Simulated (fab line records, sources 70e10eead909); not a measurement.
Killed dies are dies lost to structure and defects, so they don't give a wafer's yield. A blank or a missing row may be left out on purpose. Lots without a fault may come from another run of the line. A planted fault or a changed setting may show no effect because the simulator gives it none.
fab line records | flow nand_harc
record lots=24 wafers=72 last_day=24
route steps=1159 shown A_CONTACT@956 A_BLC@987 A_M0@1013 A_M1@1039
lots that met no fault: from a run of the same line without faults
start_h: hours from the record's first day to the start of the lot's first wafer shown | wait_h: hours since the lot's step before | " the same as in the row above | L1.1+2: a row that stands for several wafers | - no value, or no start given | * or withheld: withheld | < > ~ a bound
route shown NAME@n: a module of which the file shows steps, and the number in the route of the first | usual: mean/standard deviation of fault-free wafers | same: alike in all rows | chamber/n: place in a boat | sites: the reading at each site | _std_site: their standard deviation | _edge_site: outer sites' mean less inner sites' | radius_mm: how far each site lies from the wafer's centre | mask NAME#n: copy n | behind: the tool/chamber that last shaped the wafer | hold: why the lot was held/for how many hours/how that ended | device: the transistor (n, p or np) that didn't switch | end of line: the same wafers' tests at the end of the route | a step without rows: its recipe alone | killed: dies lost to structure and defects at the first sort, not the wafer's yield | map: a wafer's dies, x killed, . not, _ none there
set.NAME: the setting as run; set.NAME@STEP: as run at that earlier step | model.NAME: the simulator's own value behind a step, which no gauge read
steps of the route over a sample of lots; a table a step, a row a wafer
services: from which hour (start_h, from the record's first day; less than 0 if before it) a tool's chamber was out of use, for how many hours, and why
## steps
# step NHARC_A_CONTACT_STRIP_26
# recipe o2_flow_sccm=500 ar_flow_sccm=0 bias_w=0 chemistry=O2
# usual drypump_motor_current_A=5.8/0.43 oes_product_au=1.002/0.012 rf_vpp_V=57.7/1 showerhead_plenum_p_Torr=3.46/0.14 throttle_valve_pct=17.036/0.0089
# columns lot.wafer tool chamber start_h wait_h drypump_motor_current_A oes_product_au rf_hours_counter_h rf_vpp_V showerhead_plenum_p_Torr throttle_valve_pct
L076.2 rie_diel-05 0 - - 5.9 1.004 10 58.1 3.31 17.051
L076.1 " 1 " " 5.2 0.990 9 57.3 3.32 17.028
L076.6 " 2 " " 6.7 1.002 - 57.0 3.36 17.054
L074.1 rie_diel-02 3 - - 5.9 1.022 18 59.0 3.59 17.039
L074.4 " 0 " " 6.4 1.008 19 56.5 3.30 17.040
L074.3 " 1 " " 5.9 0.997 20 58.1 3.51 17.020
L075.4 rie_diel-05 3 - - 5.7 0.983 12 57.9 3.66 17.040
L075.3 " 1 " " 5.2 0.992 10 56.2 3.32 17.028
L075.5 " 0 " " 5.9 1.001 - 56.8 3.31 17.022
L077.4 rie_diel-13 2 - - 5.7 1.003 40 57.5 3.38 17.013
L077.1 " 3 " " 5.7 1.006 39 58.1 3.56 17.037
L077.2 " 1 " " 5.6 1.008 40 57.2 3.52 17.023
L078.3 rie_diel-05 2 - - 6.6 1.004 11 57.5 3.36 17.026
L078.1 " 3 " " 5.7 0.987 12 58.0 3.66 17.037
L078.6 " 0 " " 5.9 0.999 - 58.1 3.31 17.045
L080.1 rie_diel-02 3 - - 5.9 1.015 27 59.9 3.58 17.041
L080.4 " 0 " " 6.4 0.999 28 56.2 3.29 17.032
L080.5 " 2 " " 5.4 1.001 - 57.8 3.66 17.042
L079.1 rie_diel-13 3 - - 5.7 1.005 50 57.7 3.55 17.032
L079.3 " 1 " " 5.6 1.008 49 58.9 3.52 17.029
L079.5 " 3 " " 5.8 1.005 - 57.1 3.55 17.042
L081.3 rie_diel-13 3 - - 5.7 1.014 51 56.8 3.55 17.030
L081.4 " 0 " " 5.1 1.000 49 56.9 3.35 17.027
L081.2 " 1 " " 5.6 1.012 50 57.5 3.52 17.044
L082.2 rie_diel-02 2 - - 5.4 1.005 32 59.9 3.66 17.044
L082.4 " 0 " " 6.4 0.999 35 56.0 3.29 17.028
L082.1 " 1 " " 6.0 0.996 34 58.4 3.50 17.035
L083.2 rie_diel-02 1 - - 6.0 1.001 34 57.2 3.50 17.043
L083.1 " 2 " " 5.4 1.010 33 58.0 3.66 17.054
L083.5 " 3 " " 5.9 1.020 - 59.8 3.58 17.038
L084.3 rie_diel-13 3 - - 5.7 1.001 59 58.8 3.55 17.039
L084.4 " 1 " " 5.6 1.002 59 58.7 3.51 17.038
L084.5 " 3 " " 5.8 1.001 - 58.6 3.55 17.026
L087.2 rie_diel-05 2 - - 6.6 0.994 21 57.0 3.35 17.035
L087.3 " 3 " " 5.7 0.988 23 59.5 3.65 17.023
L087.5 " 1 " " 5.2 1.000 - 56.9 3.32 17.040
L088.3 rie_diel-05 2 - - 6.7 1.003 22 57.9 3.35 17.031
L088.4 " 3 " " 5.7 0.987 25 60.2 3.65 17.037
L088.2 " 0 " " 5.8 1.005 25 55.0 3.30 17.032
L086.1 rie_diel-05 0 - - 5.9 1.006 27 57.7 3.30 17.049
L086.3 " 1 " " 5.2 0.996 25 56.3 3.32 17.042
L086.5 " 3 " " 5.7 0.984 - 56.8 3.65 17.045
L089.4 rie_diel-13 3 - - 5.7 0.997 2 57.6 3.54 17.046
L089.5 " 1 " " 5.7 1.010 - 56.5 3.51 17.048
L089.6 " 2 " " 5.7 0.988 - 57.7 3.37 17.053
L085.3 rie_diel-05 2 - - 6.6 0.996 25 58.3 3.35 17.026
L085.4 " 3 " " 5.7 0.978 28 60.3 3.65 17.051
L085.5 " 1 " " 5.2 0.997 - 56.2 3.32 17.035
L092.2 rie_diel-05 1 - - 5.2 0.992 27 56.2 3.31 17.020
L092.3 " 3 " " 5.7 0.984 30 58.1 3.65 17.034
L092.6 " 1 " " 5.2 0.995 - 55.9 3.31 17.029
L091.1 rie_diel-02 0 - - 6.4 1.021 56 57.5 3.28 17.048
L091.2 " 2 " " 5.4 1.022 53 59.1 3.64 17.035
L091.6 " 3 " " 5.9 1.019 - 57.2 3.57 17.030
L090.2 rie_diel-02 2 - - 5.4 1.021 53 58.0 3.64 17.035
L090.4 " 3 " " 5.9 1.019 54 58.1 3.57 17.039
L090.6 " 2 " " 5.4 1.009 - 56.9 3.64 17.027
L093.1 rie_diel-05 3 - - 5.7 0.984 31 58.6 3.65 17.032
L093.3 " 0 " " 5.8 1.007 31 57.6 3.30 17.033
L093.5 " 2 " " 6.6 0.994 - 58.0 3.35 17.017
L097.2 rie_diel-13 2 - - 5.7 0.991 23 58.2 3.35 17.041
L097.1 " 1 " " 5.6 1.021 22 55.6 3.50 17.043
L097.5 " 2 " " 5.7 0.999 - 56.8 3.35 17.027
L095.1 rie_diel-02 2 - - 5.4 1.018 1 59.4 3.64 17.046
L095.4 " 3 " " 5.9 1.012 1 57.5 3.56 17.033
L095.6 " 2 " " 5.4 1.012 - 57.0 3.64 17.017
L096.3 rie_diel-13 3 - - 5.7 0.995 25 58.1 3.53 17.051
L096.4 " 0 " " 5.1 1.000 23 56.4 3.33 17.026
L096.5 " 0 " " 5.1 1.000 - 57.9 3.33 17.040
L094.4 rie_diel-02 0 - - 6.4 1.020 4 57.4 3.81 17.042
L094.2 " 2 " " 5.4 1.022 4 56.3 3.64 17.038
L094.6 " 3 " " 5.9 1.010 - 59.1 3.56 17.048
# step NHARC_A_BLC_PVD_32
# recipe target_thk_a=50 chamber_pressure_pa=5 power_w=5000 substrate_temp_c=200 time_s=17.7 material=Ti
# usual throttle_valve_pct=29.9/0.91
# columns lot.wafer tool chamber start_h wait_h throttle_valve_pct
L076.1 pvd_sputter-01 - - - 29.7
L076.2 " - " " 29.4
L076.6 " - " " 29.8
L074.1 pvd_sputter-03 - - - 28.6
L074.3 " - " " 30.7
L074.4 " - " " 30.4
L075.3 pvd_sputter-03 - - - 28.5
L075.4 " - " " 29.0
L075.5 " - " " 28.8
L077.2 pvd_sputter-01 - - - 31.9
L077.4 " - " " 29.5
L077.1 " - " " 29.9
L078.1 pvd_sputter-01 - - - 31.9
L078.3 " - " " 29.4
L078.6 " - " " 30.2
L080.4 pvd_sputter-03 - - - 29.1
L080.1 " - " " 30.4
L080.5 " - " " 30.6
L079.1 pvd_sputter-02 - - - 29.9
L079.3 " - " " 29.2
L079.5 " - " " 30.2
L081.3 pvd_sputter-03 - - - 30.4
L081.4 " - " " 30.7
L081.2 " - " " 28.7
L082.4 pvd_sputter-02 - - - 30.3
L082.1 " - " " 30.5
L082.2 " - " " 29.4
L083.1 pvd_sputter-03 - - - 28.7
L083.2 " - " " 30.5
L083.5 " - " " 30.5
L084.4 pvd_sputter-02 - - - 30.6
L084.3 " - " " 29.2
L084.5 " - " " 30.7
L087.3 pvd_sputter-01 - - - 29.8
L087.2 " - " " 29.5
L087.5 " - " " 29.5
L088.2 pvd_sputter-02 - - - 29.6
L088.4 " - " " 30.3
L088.3 " - " " 30.6
L086.3 pvd_sputter-01 - - - 29.2
L086.1 " - " " 31.9
L086.5 " - " " 29.6
L089.4 pvd_sputter-02 - - - 30.4
L089.6 " - " " 30.6
L089.5 " - " " 29.2
L085.4 pvd_sputter-03 - - - 29.2
L085.3 " - " " 30.6
L085.5 " - " " 30.6
L092.3 pvd_sputter-03 - - - 28.1
L092.2 " - " " 30.9
L092.6 " - " " 30.4
L091.2 pvd_sputter-03 - - - 28.4
L091.1 " - " " 30.7
L091.6 " - " " 30.7
L090.2 pvd_sputter-03 - - - 30.4
L090.4 " - " " 28.2
L090.6 " - " " 30.7
L093.1 pvd_sputter-01 - - - 30.1
L093.3 " - " " 29.9
L093.5 " - " " 31.9
L097.1 pvd_sputter-02 - - - 28.9
L097.2 " - " " 30.0
L097.5 " - " " 30.6
L095.1 pvd_sputter-01 - - - 31.9
L095.4 " - " " 29.9
L095.6 " - " " 31.8
L096.4 pvd_sputter-03 - - - 28.9
L096.3 " - " " 30.6
L096.5 " - " " 30.5
L094.2 pvd_sputter-01 - - - 31.1
L094.4 " - " " 29.7
L094.6 " - " " 31.3
# step NHARC_A_BLC_CMP_25
# recipe t_overpolish_s=30 target_thk_nm=150
# usual motor_current_A=11.7/0.95 overpolish_run_s=30.001/0.0092 pad_life_wafers=333/160 retaining_ring_pressure_frac=1.000/0.0053 time_to_endpoint_s=29.1/2.1
# columns lot.wafer tool chamber start_h wait_h motor_current_A overpolish_run_s pad_life_wafers retaining_ring_pressure_frac time_to_endpoint_s
L076.1 cmp-03 0 403.12 0.4 10.8 30.002 282 1.005 27.9
L076.2 " 2 " " 13.5 29.997 284 1.005 28.1
L076.6 " 0 " " 9.8 29.993 - 1.002 29.9
L074.4 cmp-01 1 406.71 0.3 13.0 29.986 144 0.999 31.0
L074.1 " 2 " " 12.0 29.999 145 1.000 27.6
L074.3 " 0 " " 12.0 29.982 147 0.998 27.4
L075.4 cmp-02 0 406.92 0.3 12.5 30.019 463 0.996 27.8
L075.3 " 2 " " 11.3 29.987 465 1.002 27.2
L075.5 " 0 " " 12.8 30.004 - 1.000 28.8
L077.4 cmp-02 0 411.41 0.3 12.9 30.000 498 0.996 25.1
L077.1 " 2 " " 10.9 29.992 500 1.012 29.5
L077.2 " 3 " " 11.3 30.004 501 1.002 27.2
L078.3 cmp-01 0 411.66 0.2 12.1 29.998 180 0.993 30.0
L078.1 " 3 " " 11.7 29.995 183 1.000 27.8
L078.6 " 0 " " 12.6 29.999 - 0.986 25.1
L080.4 cmp-01 2 425.13 0.3 11.6 30.010 284 1.004 26.2
L080.1 " 3 " " 11.4 30.003 285 0.994 27.3
L080.5 " 0 " " 11.6 30.013 - 0.997 27.5
L079.3 cmp-03 2 428.54 0.3 13.8 30.011 456 1.005 31.5
L079.1 " 3 " " 12.4 30.013 457 1.008 28.9
L079.5 " 3 " " 12.1 30.000 - 1.011 26.5
L081.4 cmp-02 0 429.02 0.4 12.7 30.002 13 0.996 27.2
L081.3 " 1 " " 11.8 29.999 14 1.011 31.4
L081.2 " 2 " " 10.7 30.021 15 1.002 28.6
L082.4 cmp-03 1 448.88 0.3 10.8 29.995 570 1.009 30.8
L082.1 " 2 " " 13.7 29.988 571 1.000 28.9
L082.2 " 0 " " 11.0 30.006 573 0.999 30.3
L083.2 cmp-01 0 449.51 0.4 11.4 29.996 432 1.008 27.9
L083.1 " 2 " " 11.4 29.994 434 0.996 29.0
L083.5 " 1 " " 12.0 30.001 - 1.004 33.7
L084.4 cmp-01 2 451.37 0.3 11.0 29.999 444 1.001 31.6
L084.3 " 0 " " 12.1 30.005 446 0.997 28.2
L084.5 " 2 " " 11.1 30.005 - 1.009 32.3
L087.3 cmp-01 3 462.49 0.2 11.7 30.011 504 1.007 27.0
L087.2 " 2 " " 11.3 30.019 507 0.996 26.6
L087.5 " 0 " " 12.5 29.997 - 1.002 26.9
L088.4 cmp-02 2 475.27 0.2 11.3 29.982 306 0.995 26.7
L088.3 " 0 " " 12.4 29.988 308 0.995 25.7
L088.2 " 1 " " 11.6 29.997 309 0.996 28.2
L086.3 cmp-01 1 477.94 0.3 12.1 30.002 0 1.006 32.4
L086.1 " 0 " " 12.5 30.010 3 0.990 31.1
L086.5 " 1 " " 12.8 30.015 - 0.994 34.3
L089.4 cmp-01 1 479.39 0.4 12.3 30.006 8 1.012 31.5
L089.6 " 3 " " 10.8 30.020 - 1.002 31.1
L089.5 " 0 " " 11.7 29.989 - 0.999 30.0
L085.4 cmp-02 0 479.81 0.3 12.6 30.005 331 1.004 26.5
L085.3 " 2 " " 10.6 29.991 333 1.005 30.2
L085.5 " 0 " " 13.0 30.004 - 1.011 26.8
L092.2 cmp-02 0 493.56 0.5 13.0 29.995 402 1.005 26.6
L092.3 " 3 " " 10.6 30.015 405 0.999 27.7
L092.6 " 1 " " 12.0 29.997 - 1.004 30.9
L091.2 cmp-03 3 502.08 0.5 12.5 30.026 259 1.005 29.7
L091.1 " 0 " " 10.2 30.001 260 0.995 34.7
L091.6 " 3 " " 12.0 30.010 - 1.002 29.5
L090.2 cmp-02 3 510.11 0.4 10.0 30.005 506 1.003 30.2
L090.4 " 0 " " 13.6 30.015 507 0.996 28.8
L090.6 " 1 " " 11.9 29.990 - 1.001 31.8
L093.3 cmp-02 3 511.03 0.2 10.3 29.996 510 0.999 27.9
L093.1 " 0 " " 12.5 30.010 511 1.001 27.6
L093.5 " 0 " " 12.7 30.001 - 1.002 25.9
L097.1 cmp-01 1 523.01 0.5 11.7 30.006 234 1.001 30.2
L097.2 " 3 " " 11.7 29.992 236 0.998 27.5
L097.5 " 1 " " 12.5 29.996 - 1.001 30.8
L095.1 cmp-03 0 523.44 0.5 11.2 29.993 378 1.000 31.3
L095.4 " 1 " " 10.6 29.998 379 1.003 28.8
L095.6 " 0 " " 10.1 29.999 - 0.997 28.1
L096.3 cmp-01 2 535.38 0.3 11.2 30.004 330 1.005 28.6
L096.4 " 1 " " 12.5 29.988 333 1.000 29.3
L096.5 " 3 " " 12.0 30.008 - 0.993 29.4
L094.4 cmp-03 3 539.42 0.2 12.3 29.999 438 0.996 29.2
L094.2 " 0 " " 10.3 29.994 439 1.000 32.2
L094.6 " 3 " " 11.6 29.994 - 1.001 26.7
# step NHARC_A_M0_DEGAS_28
# recipe temp_c=250 time_s=60
# usual heater_power_w=310/28
# columns lot.wafer tool chamber start_h wait_h heater_power_w
L076.2 pvd_sputter-03 - 405.56 - 288
L076.1 " - " " 320
L076.6 " - " " 308
L074.4 pvd_sputter-02 - 409.23 - 307
L074.3 " - " " 273
L074.1 " - " " 284
L075.4 pvd_sputter-02 - 410.03 - 276
L075.3 " - " " 330
L075.5 " - " " 286
L077.2 pvd_sputter-03 - 413.98 - 281
L077.4 " - " " 316
L077.1 " - " " 317
L078.1 pvd_sputter-02 - 414.18 - 312
L078.3 " - " " 332
L078.6 " - " " 307
L080.4 pvd_sputter-01 - 427.56 - 322
L080.1 " - " " 321
L080.5 " - " " 317
L079.1 pvd_sputter-03 - 431.05 - 312
L079.3 " - " " 262
L079.5 " - " " 324
L081.4 pvd_sputter-02 - 431.56 - 334
L081.3 " - " " 293
L081.2 " - " " 311
L082.4 pvd_sputter-03 - 451.17 - 303
L082.1 " - " " 256
L082.2 " - " " 318
L083.1 pvd_sputter-02 - 451.95 - 340
L083.2 " - " " 294
L083.5 " - " " 338
L084.4 pvd_sputter-02 - 453.80 - 307
L084.3 " - " " 276
L084.5 " - " " 307
L087.2 pvd_sputter-01 - 464.97 - 316
L087.3 " - " " 315
L087.5 " - " " 324
L088.2 pvd_sputter-01 - 477.70 - 333
L088.3 " - " " 317
L088.4 " - " " 312
L086.1 pvd_sputter-02 - 480.35 - 342
L086.3 " - " " 292
L086.5 " - " " 275
L089.4 pvd_sputter-01 - 481.65 - 333
L089.6 " - " " 366
L089.5 " - " " 329
L085.3 pvd_sputter-02 - 482.09 - 284
L085.4 " - " " 303
L085.5 " - " " 274
L092.2 pvd_sputter-02 - 496.06 - 273
L092.3 " - " " 307
L092.6 " - " " 272
L091.1 pvd_sputter-02 - 504.45 - 339
L091.2 " - " " 280
L091.6 " - " " 327
L090.2 pvd_sputter-01 - 512.48 - 356
L090.4 " - " " 333
L090.6 " - " " 355
L093.1 pvd_sputter-01 - 513.34 - 369
L093.3 " - " " 319
L093.5 " - " " 331
L097.1 pvd_sputter-03 - 525.47 - 327
L097.2 " - " " 270
L097.5 " - " " 321
L095.4 pvd_sputter-02 - 525.91 - 310
L095.1 " - " " 283
L095.6 " - " " 340
L096.4 pvd_sputter-03 - 537.80 - 317
L096.3 " - " " 268
L096.5 " - " " 313
L094.4 pvd_sputter-03 - 541.72 - 323
L094.2 " - " " 270
L094.6 " - " " 297
# step NHARC_A_M0_CMP_23
# recipe t_overpolish_s=20 target_thk_nm=113.75
# usual motor_current_A=11.7/0.9 pad_life_wafers=218/150 retaining_ring_pressure_frac=1.000/0.0049 time_to_endpoint_s=28.7/2.3
# columns lot.wafer tool chamber start_h wait_h motor_current_A pad_life_wafers retaining_ring_pressure_frac time_to_endpoint_s
L076.2 cmp-04 2 406.73 - 11.9 19 0.999 28.6
L076.1 " 3 " " 10.4 20 0.991 28.0
L076.6 " 2 " " 13.0 - 1.003 29.2
L074.1 cmp-01 2 410.34 - 11.3 168 0.992 28.8
L074.3 " 3 " " 11.9 169 1.000 25.3
L074.4 " 0 " " 12.1 170 1.000 29.9
L075.3 cmp-02 1 411.13 - 11.6 492 1.007 28.9
L075.4 " 3 " " 10.5 494 0.994 29.0
L075.5 " 1 " " 12.0 - 1.003 29.5
L077.2 cmp-01 3 415.09 - 11.5 210 0.998 25.4
L077.1 " 0 " " 12.4 211 1.002 26.2
L077.4 " 2 " " 11.4 213 1.003 25.0
L078.1 cmp-01 1 415.33 - 11.9 216 0.988 30.6
L078.3 " 2 " " 11.5 217 0.995 28.3
L078.6 " 2 " " 11.6 - 1.004 26.7
L080.4 cmp-02 0 428.66 - 12.6 7 1.003 26.9
L080.1 " 1 " " 12.2 8 0.995 30.4
L080.5 " 3 " " 10.3 - 1.000 29.4
L079.1 cmp-01 3 432.23 - 11.8 326 0.992 30.2
L079.3 " 0 " " 11.9 327 1.005 28.9
L079.5 " 2 " " 10.7 - 0.992 29.3
L081.2 cmp-02 1 432.64 - 11.7 42 1.001 29.7
L081.3 " 2 " " 11.0 43 1.005 27.3
L081.4 " 3 " " 10.1 44 0.992 28.3
L082.2 cmp-02 0 452.25 - 12.5 162 0.996 27.1
L082.4 " 1 " " 12.4 163 1.008 28.8
L082.1 " 3 " " 9.9 165 0.989 29.8
L083.2 cmp-01 2 453.05 - 11.4 450 1.005 27.0
L083.1 " 0 " " 12.3 452 1.000 25.5
L083.5 " 2 " " 11.4 - 1.007 25.5
L084.3 cmp-04 2 454.99 - 11.9 294 0.997 29.5
L084.4 " 1 " " 10.6 297 1.004 28.5
L084.5 " 2 " " 12.2 - 1.004 29.6
L087.3 cmp-02 1 466.11 - 12.6 248 1.002 30.7
L087.2 " 2 " " 11.0 249 1.001 27.1
L087.5 " 0 " " 12.3 - 0.996 25.5
L088.4 cmp-04 2 478.88 - 12.4 420 1.002 27.7
L088.3 " 0 " " 12.5 422 0.994 31.7
L088.2 " 1 " " 11.0 423 1.008 30.0
L086.3 cmp-04 2 481.46 - 12.4 433 1.003 29.4
L086.1 " 3 " " 10.9 434 1.002 26.7
L086.5 " 1 " " 10.9 - 1.008 25.4
L089.4 cmp-01 1 482.80 - 12.4 21 1.001 29.6
L089.5 " 2 " " 11.5 - 0.996 28.1
L089.6 " 3 " " 11.8 - 1.005 25.6
L085.4 cmp-02 1 483.19 - 12.0 348 0.996 27.6
L085.3 " 3 " " 10.4 350 1.001 28.6
L085.5 " 1 " " 11.9 - 1.000 26.8
L092.3 cmp-02 3 497.17 - 10.0 427 0.995 28.4
L092.2 " 1 " " 12.6 429 1.008 26.7
L092.6 " 2 " " 11.1 - 0.995 27.1
L091.1 cmp-04 0 505.69 - 12.6 36 0.997 33.2
L091.2 " 3 " " 10.6 39 1.000 28.3
L091.6 " 1 " " 10.7 - 0.999 30.8
L090.4 cmp-04 0 513.62 - 12.6 73 0.996 29.8
L090.2 " 2 " " 12.9 75 1.000 28.7
L090.6 " 3 " " 10.3 - 1.003 26.4
L093.3 cmp-01 0 514.47 - 12.9 187 0.996 28.4
L093.1 " 1 " " 12.8 188 1.002 32.5
L093.5 " 0 " " 12.2 - 1.004 29.4
L097.2 cmp-04 2 526.54 - 12.6 150 0.998 30.7
L097.1 " 0 " " 12.6 152 0.994 33.1
L097.5 " 2 " " 12.6 - 1.002 29.3
L095.1 cmp-04 2 527.11 - 12.1 156 1.003 31.7
L095.4 " 0 " " 13.0 158 0.994 34.6
L095.6 " 3 " " 10.6 - 0.995 27.7
L096.4 cmp-02 1 539.35 - 11.8 91 1.003 29.1
L096.3 " 3 " " 10.4 93 1.006 29.1
L096.5 " 0 " " 13.0 - 1.000 29.3
L094.2 cmp-04 3 542.84 - 10.8 242 1.000 31.9
L094.4 " 0 " " 12.6 243 1.000 34.7
L094.6 " 2 " " 12.5 - 0.991 34.8
# step NHARC_A_M1_DESCUM_14
# recipe time_s=3 o2_flow_sccm=200 ar_flow_sccm=0 bias_power_w=0 chemistry=O2
# usual drypump_motor_current_A=5.7/0.39 oes_product_au=1.000/0.011 rf_vpp_V=57.8/0.89 showerhead_plenum_p_Torr=1.92/0.092 throttle_valve_pct=11.310/0.0087
# columns lot.wafer tool chamber start_h wait_h drypump_motor_current_A oes_product_au rf_hours_counter_h rf_vpp_V showerhead_plenum_p_Torr throttle_valve_pct
L076.2 rie_diel-08 3 410.36 0.1 5.5 1.003 7.0 58.5 2.04 11.304
L076.1 " 2 " " 6.2 1.016 6.5 57.5 1.78 11.327
L076.6 " 3 " " 5.5 1.010 - 59.2 2.04 11.312
L074.3 rie_diel-01 3 412.59 0.1 6.1 1.003 2.2 57.4 1.80 11.304
L074.4 " 0 " " 5.3 1.005 2.1 58.9 2.00 11.301
L074.1 " 2 " " 5.0 0.985 2.2 56.7 1.93 11.317
L075.4 rie_diel-12 1 413.61 0.1 5.2 0.999 3.0 58.4 2.06 11.300
L075.3 " 3 " " 5.9 0.988 2.2 58.0 2.04 11.311
L075.5 " 2 " " 5.6 0.989 - 57.8 1.97 11.313
L077.1 rie_diel-12 0 417.15 0.1 5.7 1.023 3.1 58.5 1.85 11.301
L077.4 " 2 " " 5.6 0.985 3.3 57.5 1.97 11.319
L077.2 " 3 " " 5.9 0.996 2.6 58.2 2.04 11.309
L078.3 rie_diel-01 1 417.71 0.1 6.0 0.998 2.4 56.4 1.85 11.306
L078.1 " 2 " " 5.0 0.980 2.5 57.7 1.93 11.312
L078.6 " 0 " " 5.3 1.010 - 57.9 2.00 11.303
L080.1 rie_diel-01 2 430.79 0.1 5.0 0.994 2.9 58.5 1.93 11.310
L080.4 " 1 " " 6.0 1.006 2.8 59.2 1.85 11.318
L080.5 " 2 " " 5.0 1.004 - 57.8 1.93 11.306
L079.3 rie_diel-01 3 434.08 0.1 6.1 0.985 3.0 57.2 1.80 11.306
L079.1 " 1 " " 6.0 1.000 2.9 59.3 1.85 11.325
L079.5 " 3 " " 6.1 0.981 - 57.7 1.80 11.304
L081.3 rie_diel-01 1 434.71 0.1 6.0 0.995 3.0 58.5 1.85 11.282
L081.2 " 3 " " 6.1 0.999 3.0 57.7 1.80 11.299
L081.4 " 0 " " 5.3 1.010 2.9 58.4 2.00 11.310
L082.2 rie_diel-01 0 454.30 0.1 5.3 1.022 3.3 57.9 2.00 11.313
L082.1 " 1 " " 6.0 1.004 3.4 57.9 1.85 11.298
L082.4 " 3 " " 6.1 1.004 3.5 58.3 1.80 11.306
L083.2 rie_diel-12 3 455.12 0.1 6.0 0.984 5.9 60.4 2.04 11.281
L083.1 " 1 " " 5.1 0.988 7.0 58.4 2.05 11.303
L083.5 " 2 " " 5.6 1.001 - 57.2 1.97 11.324
L084.4 rie_diel-08 3 457.06 0.1 5.4 1.000 9.3 57.1 2.04 11.303
L084.3 " 0 " " 6.1 0.993 8.4 57.3 1.95 11.310
L084.5 " 2 " " 6.2 0.993 - 56.9 1.78 11.320
L087.3 rie_diel-01 2 468.09 0.1 5.0 1.001 3.8 59.3 1.93 11.320
L087.2 " 3 " " 6.1 1.008 3.8 56.3 1.80 11.319
L087.5 " 2 " " 5.0 0.995 - 58.1 1.93 11.303
L088.3 rie_diel-12 1 481.08 0.1 5.2 1.008 8.3 58.3 2.05 11.310
L088.2 " 2 " " 5.6 1.009 7.8 56.4 1.97 11.312
L088.4 " 3 " " 6.0 0.991 7.2 57.4 2.04 11.323
L086.3 rie_diel-01 0 483.36 0.1 5.3 1.004 4.0 59.9 2.00 11.306
L086.1 " 2 " " 5.0 0.992 4.2 57.7 1.93 11.309
L086.5 " 3 " " 6.0 1.000 - 57.9 1.80 11.305
L089.6 rie_diel-12 2 485.11 0.1 5.6 0.985 - 58.0 1.97 11.321
L089.4 " 3 " " 5.9 0.979 - 58.1 2.04 11.317
L089.5 " 1 " " 5.1 0.990 - 57.1 2.05 11.307
L085.4 rie_diel-01 2 486.15 0.1 5.0 0.976 4.5 59.4 1.93 11.295
L085.3 " 3 " " 6.1 1.001 4.5 57.1 1.80 11.311
L085.5 " 1 " " 6.0 0.996 - 57.8 1.84 11.310
L092.3 rie_diel-12 3 499.12 0.1 6.0 0.990 8.4 56.5 2.04 11.321
L092.2 " 0 " " 5.7 1.016 8.0 57.3 1.85 11.321
L092.6 " 3 " " 5.9 1.000 - 56.8 2.04 11.309
L091.1 rie_diel-08 0 507.75 0.1 6.1 1.006 1.4 57.7 1.95 11.309
L091.2 " 2 " " 6.2 1.014 1.5 56.1 1.78 11.303
L091.6 " 3 " " 5.5 0.993 - 59.0 2.04 11.310
L090.2 rie_diel-08 1 515.67 0.1 5.6 1.011 1.8 55.5 1.87 11.318
L090.4 " 2 " " 6.2 1.004 - 57.9 1.78 11.311
L090.6 " 1 " " 5.6 1.005 - 57.4 1.88 11.306
L093.1 rie_diel-08 3 516.54 0.1 5.4 0.985 1.8 57.3 2.04 11.321
L093.3 " 0 " " 6.1 0.986 1.7 58.0 1.95 11.308
L093.5 " 2 " " 6.1 1.000 - 56.8 1.78 11.308
L097.2 rie_diel-08 3 528.62 0.1 5.4 0.992 2.4 57.4 2.04 11.317
L097.1 " 0 " " 6.1 1.005 2.2 57.1 1.95 11.304
L097.5 " 1 " " 5.6 1.011 - 58.1 1.87 11.299
L095.4 rie_diel-12 0 529.04 0.1 5.7 1.023 9.3 56.1 1.85 11.302
L095.1 " 1 " " 5.2 1.009 10.6 58.2 2.05 11.301
L095.6 " 0 " " 5.7 1.017 - 56.1 1.85 11.319
L096.3 rie_diel-01 1 541.40 0.1 6.1 1.009 0.9 57.1 1.84 11.313
L096.4 " 2 " " 5.0 0.987 1.0 57.7 1.93 11.323
L096.5 " 0 " " 5.3 0.992 - 57.5 2.00 11.292
L094.4 rie_diel-01 2 544.69 0.1 5.0 0.984 1.1 58.2 1.93 11.295
L094.2 " 3 " " 6.1 0.994 1.1 57.8 1.80 11.305
L094.6 " 3 " " 6.1 1.000 - 56.2 1.80 11.314
## services
# columns tool chamber start_h hours kind
pvd_sputter-03 - 364.54 1.7 repair
cmp-01 - 375.63 4.0 pm
rie_diel-12 - 379.43 9.0 pm
cmp-02 - 382.56 0.5 repair
cmp-02 - 390.83 4.8 repair
pvd_sputter-02 - 392.05 10.0 pm
rie_diel-02 - 392.47 0.8 repair
cmp-04 - 399.06 4.0 pm
rie_diel-13 1 404.80 1.4 repair
cmp-04 - 414.08 1.2 repair
cmp-02 - 422.52 4.0 pm
pvd_sputter-03 - 458.07 10.0 pm
cmp-01 - 458.87 0.5 repair
cmp-04 - 467.12 2.6 repair
cmp-01 - 473.63 4.0 pm
cmp-02 - 490.33 0.6 repair
rie_diel-01 - 491.80 9.0 pm
pvd_sputter-02 - 496.49 5.5 repair
cmp-04 - 497.06 4.0 pm
rie_diel-02 - 504.89 9.0 pm
rie_diel-05 - 517.60 9.0 pm
rie_diel-02 3 518.70 3.7 repair
cmp-02 - 520.64 4.0 pm
pvd_sputter-01 - 523.33 10.0 pm
## key
fault none
